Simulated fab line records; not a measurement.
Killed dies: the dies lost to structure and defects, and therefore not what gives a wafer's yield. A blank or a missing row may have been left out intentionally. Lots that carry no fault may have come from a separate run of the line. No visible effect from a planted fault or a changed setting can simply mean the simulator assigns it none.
What tool caused it? :: flow n5_finfet :: Sampling: 11 lots, 31 wafers, 2 of 1938 route steps

## WHAT THE GAUGES READ, wafer by wafer
N5_BEOL_M11_CD_MEAS_18: pitch 140 nm, target cd 70 nm.
lot: L583
measured: day 10 05:38
on: cd_sem-03
cd_nm (nm): 71.4 70.1 70.3

lot: L584
measured: day 10 14:36
on: cd_sem-02
cd_nm (nm): 70.6 70.3 70.3

lot: L586
measured: day 11 12:30
on: cd_sem-03
cd_nm (nm): 70.5 70.7 70.0

lot: L591
measured: day 13 01:20
on: cd_sem-03
cd_nm (nm): 68.8 69.2 69.5

lot: L593
measured: day 13 08:15
on: cd_sem-02
cd_nm (nm): 69.7 70.3 70.9

lot: L592
measured: day 13 11:01
on: cd_sem-02
cd_nm (nm): 71.7 70.4 71.1

lot: L595
measured: day 13 16:35
on: cd_sem-03
cd_nm (nm): 69.7 70.9 69.8

lot: L599
measured: day 15 00:50
on: cd_sem-02
cd_nm (nm): 69.5 70.8 70.3

lot: L603
measured: day 15 18:29
on: cd_sem-02
cd_nm (nm): 70.4 71.0

lot: L601
measured: day 16 01:10
on: cd_sem-02
cd_nm (nm): 69.7 70.2

lot: L604
measured: day 16 21:47
on: cd_sem-02
cd_nm (nm): 69.7 70.4 69.8

## WHICH TOOL RAN EACH LOT (tool, then ch and the chambers of the sampled wafers, then the start)
lot: L583
N5_BEOL_M11_DESCUM_16: rie_diel-05 ch 0,1,2, day 10 04:59

lot: L584
N5_BEOL_M11_DESCUM_16: rie_diel-02 ch 0,3, day 10 14:09

lot: L586
N5_BEOL_M11_DESCUM_16: rie_diel-05 ch 1,2,3, day 11 12:02

lot: L591
N5_BEOL_M11_DESCUM_16: rie_diel-02 ch 0,1,3, day 13 00:47

lot: L593
N5_BEOL_M11_DESCUM_16: rie_diel-04 ch 0,1,2, day 13 07:48

lot: L592
N5_BEOL_M11_DESCUM_16: rie_diel-04 ch 1,3, day 13 10:34

lot: L595
N5_BEOL_M11_DESCUM_16: rie_diel-02 ch 1,3, day 13 16:08

lot: L599
N5_BEOL_M11_DESCUM_16: rie_diel-02 ch 1,3, day 15 00:22

lot: L603
N5_BEOL_M11_DESCUM_16: rie_diel-04 ch 3, day 15 18:02

lot: L601
N5_BEOL_M11_DESCUM_16: rie_diel-05 ch 1,2, day 16 00:43

lot: L604
N5_BEOL_M11_DESCUM_16: rie_diel-04 ch 0,1,2, day 16 21:20
- N5_BEOL_M11_DESCUM_16: chemistry O2, time 7.9 s.

## THE ANSWER, worked out from the rows above alone
Rule: the lots themselves supply what counts as usual. Put in order of their means at a reading, lots are off if they are a third of the lots or fewer, leave a main group of 4 or more, and stand apart from it by a gap of 3 or more times the standard deviation of the main group's means; of several such gaps the widest counts. The tables above print the reading to a certain number of digits; a main group whose means all agree to those digits is not used. Also off: a lot with no number at a reading for which 4 or more lots have one. All remaining lots with rows at the step are treated as sound.
Across all readings shown, no lot is off: no conclusion can be drawn from this.

## WHAT THE SIMULATOR HAD INSERTED
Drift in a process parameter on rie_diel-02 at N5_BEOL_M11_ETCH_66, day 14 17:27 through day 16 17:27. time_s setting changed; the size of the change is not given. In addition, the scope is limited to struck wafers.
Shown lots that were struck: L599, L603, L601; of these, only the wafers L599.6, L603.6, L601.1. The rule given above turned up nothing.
